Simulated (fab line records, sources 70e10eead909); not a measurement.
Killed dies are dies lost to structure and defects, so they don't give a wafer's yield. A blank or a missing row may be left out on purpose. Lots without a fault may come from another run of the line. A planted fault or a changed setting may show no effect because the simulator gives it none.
A struck lot beside a sound one | flow nand_harc | 14 steps out of a route of 1302
Sound: wafers L743.1, L743.3, L743.5. Struck: wafer L756.5. (L756.2, L756.4 of the same lot were not struck and are left out.) The cause comes at the end.
At each step with rows: each side's tool, then ch and its chambers, then its first start. Under that, the readings that differ: sound wafers | struck wafers | difference of the means | sigmas: that difference in standard deviations of wafers without a fault.
alike: readings whose means differ by less than 2 such deviations, and words and numbers that are the same on both sides. not compared: withheld readings, readings that some wafer has no value for, bounds like >300 that may hide the same value, and numbers for which the record gives no deviation and whose values overlap.
The two part at a step that has a row with sigmas, a row that says differs or no value, or rows on one side only. Numbers that don't overlap but have no deviation are shown without sigmas and don't part them. A reading that every wafer of one side lacks parts them only if that side has two wafers or more.

NHARC_P_M1_CMP_23: polishes, t overpolish 20 s, target thk 157.82 nm.
  sound on cmp-01 ch 2,3, day 7 11:54; struck on cmp-01 ch 3, day 13 09:05
  alike: motor_current_A, time_to_endpoint_s
NHARC_P_M1_THK_MEAS_24: measures by xrf.
  sound on film_metro-02, day 7 12:11; struck on film_metro-01, day 13 09:20
  alike: thk_nm
then, 1 step without rows for these wafers: NHARC_P_M1_SRD_25.
NHARC_P_M1_INSPECT_27:
  sound on defect_inspect-01, day 7 12:22; struck on defect_inspect-01, day 13 09:29
  alike: raw_defect_count
NHARC_P_M1_PRE_CLEAN_32: time 12 s.
  sound on pecvd-02 ch 0,1, day 7 12:26; struck on pecvd-01 ch 1, day 13 09:34
  reading            | sound       | struck | difference | sigmas
  heater_power_w (W) | 520 553 531 | 672    | +137       | +3
NHARC_P_M1_DEP_33: deposits SiCN, target thk 30 nm.
  sound on pecvd-02 ch 0,1, day 7 12:31; struck on pecvd-01 ch 1, day 13 09:41
  alike: heater_power_w
then, 5 steps without rows for these wafers: NHARC_P_M2_DEP_00 (deposits SiOC, target thk 182.5 nm); NHARC_P_M2_DEHYDRATE_01 (time 120 s); NHARC_P_M2_HMDS_02 (time 30 s); NHARC_P_M2_COAT_34 (time 65 s); NHARC_P_M2_COAT_03 (resist thk 90 nm).
NHARC_P_M2_SOFTBAKE_04: time 55 s.
  sound on litho_track-04 ch 0, day 7 13:00; struck on litho_track-04 ch 0, day 13 10:00
  reading                  | sound                | struck | difference | sigmas
  heater_power_total_W (W) | 188.37 188.32 188.46 | 212.51 | +24.13     | +99 or more
  alike: exhaust_pa
  not compared: plate_temp_C
then, 1 step without rows for these wafers: NHARC_P_M2_EBR_05.
NHARC_END_SORT_01:
  the record has rows for the sound wafers here (prober-02 ch 0, day 25 20:53) and none for the struck ones

WHERE THEY PART
First at NHARC_P_M1_PRE_CLEAN_32; last, within this record, at NHARC_END_SORT_01.

WHY: what the simulator had put in
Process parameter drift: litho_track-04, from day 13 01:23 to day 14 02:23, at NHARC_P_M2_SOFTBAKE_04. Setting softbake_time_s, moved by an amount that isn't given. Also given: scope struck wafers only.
